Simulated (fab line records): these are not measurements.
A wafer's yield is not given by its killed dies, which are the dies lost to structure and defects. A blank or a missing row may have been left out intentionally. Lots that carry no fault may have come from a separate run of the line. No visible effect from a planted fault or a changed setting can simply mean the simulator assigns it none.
Struck lot and sound lot, side by side	flow n5-finfet	15 out of 1938 route steps
Sound: wafers L666.3, L666.4, L666.6. Struck: wafer L672.4 (left out: L672.3, a lot-mate that was not struck); the cause follows at the end.
Per side, at each step with rows, come the tool, then ch with its chambers, and then its first start. Under that, the readings that differ: sound wafers	struck wafers	difference of the means	sigmas: that difference in standard deviations of wafers without a fault.
alike: readings whose means differ by less than 2 such deviations, and words and numbers that are the same on both sides. not compared: withheld readings, readings that some wafer has no value for, bounds like >300 that may hide the same value, and numbers for which the record gives no deviation and whose values overlap.
The two part at a step that has a row with sigmas, a row that says differs or no value, or rows on one side only. Non-overlapping numbers with no deviation appear without sigmas and do not part them. A reading missing from all wafers of one side parts the sides only when that side holds two or more wafers.

first, 3 steps without rows for these wafers: N5_BEOL_M6_EXPOSE_25 (exposes mask V5, target cd 40 nm); N5_BEOL_M6_PEB_26 (peb time 60 s); N5_BEOL_M6_DEVELOP_27 (develop time 30 s).
N5_BEOL_M6_CD_MEAS_28: target cd 40 nm.
  sound on cd-sem-02 ch 0, day 10 02:29; struck on cd-sem-01 ch 0, day 12 05:53
  alike: cd-nm
N5_BEOL_M6_OVL_MEAS_29:
  sound on overlay-01 ch 0, day 10 02:31; struck on overlay-01 ch 0, day 12 05:56
reading	sound	struck	difference	sigmas
V5_OVL (nm)	-0.5 -1.3 -0.3	0.8	+1.5	+2
N5_BEOL_M6_INSPECT_30: inspects for defects (brightfield).
  sound: defect-inspect-02 at day 10 02:34; struck: defect-inspect-02 at day 12 05:59
reading	sound	struck	difference	sigmas
raw-defect-count	328 271 293	558	+261	+3
N5_BEOL_M6_DESCUM_33: chemistry O2, time 7 s.
  sound on rie-diel-05 ch 1,2,3, day 10 03:50; struck on rie-diel-05 ch 1, day 12 06:01
  alike: drypump-motor-current-A, oes-product-au, rf-vpp-V, showerhead-plenum-p-Torr, throttle-valve-pct
  not compared: rf-hours-counter-h
N5_BEOL_M6_ETCH_72: etches underlayer in N2/H2, target depth 6.5 nm, time 5.2 s.
  sound on rie-diel-05 ch 1,2,3, day 10 03:52; struck on rie-diel-05 ch 1, day 12 06:03
  alike: drypump-motor-current-A, etch-rf-on-time-s, oes-product-au, rf-vpp-V, showerhead-plenum-p-Torr, throttle-valve-pct
  not compared: rf-hours-counter-h
N5_BEOL_M6_ETCH_65: etches SiARC in CF4, target depth 15.6 nm, time 26 s.
  sound on rie-diel-05 ch 1,2,3, day 10 03:53; struck on rie-diel-05 ch 1, day 12 06:04
  alike: drypump-motor-current-A, etch-rf-on-time-s, oes-product-au, rf-vpp-V, showerhead-plenum-p-Torr, throttle-valve-pct
  not compared: rf-hours-counter-h
N5_BEOL_M6_ETCH_66: etches SOC in N2/H2, target depth 80 nm, overetch 16 nm, time 120 s.
  sound on rie-diel-05 ch 1,2,3, day 10 03:55; struck on rie-diel-05 ch 1, day 12 06:05
  alike: drypump-motor-current-A, oes-product-au, rf-vpp-V, run-length-s, showerhead-plenum-p-Torr, throttle-valve-pct
  not compared: rf-hours-counter-h
then, 2 steps without rows for these wafers: N5_BEOL_M6_STRIP_69 (strips in N2/H2); N5_BEOL_M6_STRIP_73 (strips in N2/H2).
N5_BEOL_M6_VIA_ETCH_34: etches SiCOH lowk in C4F6/O2, target depth 126.3 nm, time 50.9 s.
  sound on rie-diel-05 ch 1,2,3, day 10 04:01; struck on rie-diel-05 ch 1, day 12 06:11
reading	sound	struck	difference	sigmas
run-length-s (s)	74.1 74.5 74.8	72.5	-2.0	-5
model.etch.depth-nm (nm)	125.5 123.7 123.8	118.4	-5.9	
  alike: drypump-motor-current-A, oes_f_703_au, oes-product-au, rf-vpp-V, showerhead-plenum-p-Torr, throttle-valve-pct
  not compared: rf-hours-counter-h, model.SOC_of_BEOL_M6_COAT_63.thk-nm
then, 1 step without rows for these wafers: N5_BEOL_M6_STRIP_76 (strips in C4F6/O2).
-- here the record skips 3 days between the struck wafers' starts before and after, leaving off in module BEOL_M6 and picking up in module PASSIVATION (first step shown: number 1936 of the route) --
N5_PASSIVATION_PROBE_49:
  sound: prober-02 at day 13 18:10; struck: prober-02 at day 15 15:32
  alike: defect-limited-yield, killed_at_M0_to_M3, killed_at_M4_up, killed-at-contacts, killed-at-front-end, killed-at-other, killed-dies, killed-open, killed-short, sort_bin_5_function, sort_bin_6_memory, sort_bin_8_speed, sort-n-pass, sort-yield-pct

## WHERE THEY PART
Last at N5_BEOL_M6_VIA_ETCH_34 as far as this record goes, first at N5_BEOL_M6_OVL_MEAS_29. Later steps at which nothing parts them and some readings are alike: N5_PASSIVATION_PROBE_49.

WHY: whatever the simulator had introduced
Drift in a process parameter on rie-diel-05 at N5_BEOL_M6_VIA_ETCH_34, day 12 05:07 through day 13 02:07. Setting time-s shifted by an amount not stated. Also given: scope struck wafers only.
